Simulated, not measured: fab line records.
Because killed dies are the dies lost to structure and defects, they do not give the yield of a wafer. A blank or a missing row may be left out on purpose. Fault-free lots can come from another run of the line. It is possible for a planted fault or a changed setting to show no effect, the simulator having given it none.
Chamber matching / flow nand-harc / NHARC_A_SLIT_DEP_25 on pecvd-04 has 3 sister chambers
The step deposits SiO2, target thk 200 nm. 3 wafers are shown with their chamber, then 9 later ones without.

== WAFERS, EACH WITH ITS CHAMBER ==
wafer=L087.4; chamber=0; throttle-valve-pct (%)=16.4
wafer=L087.5; chamber=1; throttle-valve-pct (%)=16.0
wafer=L087.6; chamber=2; throttle-valve-pct (%)=16.1

== WAFERS WITHOUT THEIR CHAMBER ==
wafer=L089.2; throttle-valve-pct (%)=15.7
wafer=L089.3; throttle-valve-pct (%)=16.1
wafer=L089.6; throttle-valve-pct (%)=15.8
wafer=L094.1; throttle-valve-pct (%)=16.3
wafer=L094.5; throttle-valve-pct (%)=16.5
wafer=L094.6; throttle-valve-pct (%)=16.0
wafer=L095.1; throttle-valve-pct (%)=16.3
wafer=L095.2; throttle-valve-pct (%)=15.8
wafer=L095.6; throttle-valve-pct (%)=16.4

== WHICH CHAMBER EACH ONE RAN IN ==
wafer=L089.2; from the rows above=can't be placed: 1 or 2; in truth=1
wafer=L089.3; from the rows above=can't be placed: 2 or 1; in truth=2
wafer=L089.6; from the rows above=can't be placed: 1 or 2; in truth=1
wafer=L094.1; from the rows above=can't be placed: 0 or 2 or 1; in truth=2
wafer=L094.5; from the rows above=0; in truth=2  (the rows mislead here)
wafer=L094.6; from the rows above=can't be placed: 1 or 2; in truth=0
wafer=L095.1; from the rows above=can't be placed: 0 or 2 or 1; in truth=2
wafer=L095.2; from the rows above=can't be placed: 1 or 2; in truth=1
wafer=L095.6; from the rows above=0; in truth=0
Correct placement for 1 of the 9. Unplaceable from these rows: 7, with the true chamber sitting among the candidates in 6. 1 placed wrongly.
How it was worked out, from the rows above alone: a wafer's distance from a chamber is the root of the sum, over the readings, of the square of ((its reading less the chamber's mean) divided by the reading's scatter). The wafer belongs to the nearest chamber; if the next one is less than 2 further off, it can't be placed. Each chamber's mean is taken over the wafers shown for it. The scatter: with one shown wafer a chamber, the root of the mean of the squares of how far each hidden wafer lies from its nearest shown one.
